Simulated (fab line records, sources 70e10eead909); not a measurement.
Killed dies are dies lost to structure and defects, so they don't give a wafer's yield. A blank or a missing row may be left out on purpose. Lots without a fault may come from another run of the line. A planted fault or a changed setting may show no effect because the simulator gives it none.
A struck lot beside a sound one | flow nand_harc | 32 steps out of a route of 1159
Sound: wafers L122.1, L122.5, L122.6. Struck: wafers L130.1, L130.4, L130.5. The cause comes at the end.
At each step with rows: each side's tool, then ch and its chambers, then its first start. Under that, the readings that differ: sound wafers | struck wafers | difference of the means | sigmas: that difference in standard deviations of wafers without a fault.
alike: readings whose means differ by less than 2 such deviations, and words and numbers that are the same on both sides. not compared: withheld readings, readings that some wafer has no value for, bounds like >300 that may hide the same value, and numbers for which the record gives no deviation and whose values overlap.
The two part at a step that has a row with sigmas, a row that says differs or no value, or rows on one side only. Numbers that don't overlap but have no deviation are shown without sigmas and don't part them. A reading that every wafer of one side lacks parts them only if that side has two wafers or more.

first, 5 steps without rows for these wafers: NHARC_A_ONON_D1_DEP_19 (target thk 1000 nm); NHARC_A_ONON_D1_DEP_22 (target thk 1000 nm); NHARC_A_ONON_D1_DEP_25 (target thk 1000 nm); NHARC_A_ONON_D1_DEP_28 (target thk 1000 nm); NHARC_A_ONON_D1_DEP_33 (deposits SiO2, target thk 200 nm).
NHARC_A_CHANNEL_HOLE_D1_DEP_00: deposits aC, target thk 3100 nm.
  sound on acl_dep-02 ch 0, day 10 08:38; struck on acl_dep-02 ch 0, day 12 17:15
  alike: throttle_valve_pct
then, 25 steps without rows for these wafers: NHARC_A_CHANNEL_HOLE_D1_DEP_01 (deposits SiON, target thk 140 nm); NHARC_A_CHANNEL_HOLE_D1_DEHYDRATE_02 (time 120 s); NHARC_A_CHANNEL_HOLE_D1_HMDS_03 (time 30 s); NHARC_A_CHANNEL_HOLE_D1_COAT_36 (time 75 s); NHARC_A_CHANNEL_HOLE_D1_COAT_37 (time 65 s); NHARC_A_CHANNEL_HOLE_D1_COAT_04 (resist thk 90 nm); NHARC_A_CHANNEL_HOLE_D1_SOFTBAKE_05 (time 55 s); NHARC_A_CHANNEL_HOLE_D1_EBR_06; NHARC_A_CHANNEL_HOLE_D1_EXPOSE_07 (exposes mask HOLE D1, target cd 100 nm); NHARC_A_CHANNEL_HOLE_D1_PEB_08 (peb time 65 s); NHARC_A_CHANNEL_HOLE_D1_DEVELOP_09 (develop time 35 s); NHARC_A_CHANNEL_HOLE_D1_DESCUM_15 (chemistry O2, time 3 s); NHARC_A_CHANNEL_HOLE_D1_ETCH_38 (etches the open film in CF4, target depth 39 nm, time 65 s); NHARC_A_CHANNEL_HOLE_D1_ETCH_39 (etches the open film in N2/H2, target depth 260 nm, time 325 s); NHARC_A_CHANNEL_HOLE_D1_ETCH_34 (etches the open film in CF4/CHF3, target depth 154 nm, time 77 s); NHARC_A_CHANNEL_HOLE_D1_ETCH_16 (etches the open film in O2/COS, target depth 3100 nm, time 806 s); NHARC_A_CHANNEL_HOLE_D1_ETCH_19 (etches the open film in C4F8/O2/Ar, time 34.5 s); NHARC_A_CHANNEL_HOLE_D1_ETCH_20 (etches the open film in C4F8/O2/Ar, time 361.9 s, target depth 1600 nm); NHARC_A_CHANNEL_HOLE_D1_ETCH_21 (etches the open film in C4F8/O2/Ar, time 514.3 s, target depth 1600 nm); NHARC_A_CHANNEL_HOLE_D1_ETCH_22 (etches the open film in C4F8/O2/Ar, time 666.7 s, target depth 1600 nm); NHARC_A_CHANNEL_HOLE_D1_ETCH_23 (etches the open film in C4F8/O2/Ar, time 819 s, target depth 1600 nm); NHARC_A_CHANNEL_HOLE_D1_ETCH_24 (etches the open film in C4F8/O2/Ar, time 906.2 s, target depth 1500 nm); NHARC_A_CHANNEL_HOLE_D1_ETCH_25 (etches the open film in C4F8/O2/Ar, time 1040.2 s, target depth 1500 nm); NHARC_A_CHANNEL_HOLE_D1_ETCH_26 (etches the open film in C4F8/O2/Ar, time 224.1 s, target depth 300 nm); NHARC_A_CHANNEL_HOLE_D1_ETCH_33 (etches the open film in C4F8/O2/Ar, time 90 s, target depth 400 nm).
-- the record jumps here: 11 days lie between the struck wafers' starts before and after (it left off in module A_CHANNEL_HOLE_D1 and takes up again in module END, whose first step shown is number 1159 of the route) --
NHARC_END_SORT_01:
  the record has rows for the struck wafers here (prober-02 ch 0, day 23 21:17) and none for the sound ones

WHERE THEY PART
Only at NHARC_END_SORT_01, within this record.

WHY: what the simulator had put in
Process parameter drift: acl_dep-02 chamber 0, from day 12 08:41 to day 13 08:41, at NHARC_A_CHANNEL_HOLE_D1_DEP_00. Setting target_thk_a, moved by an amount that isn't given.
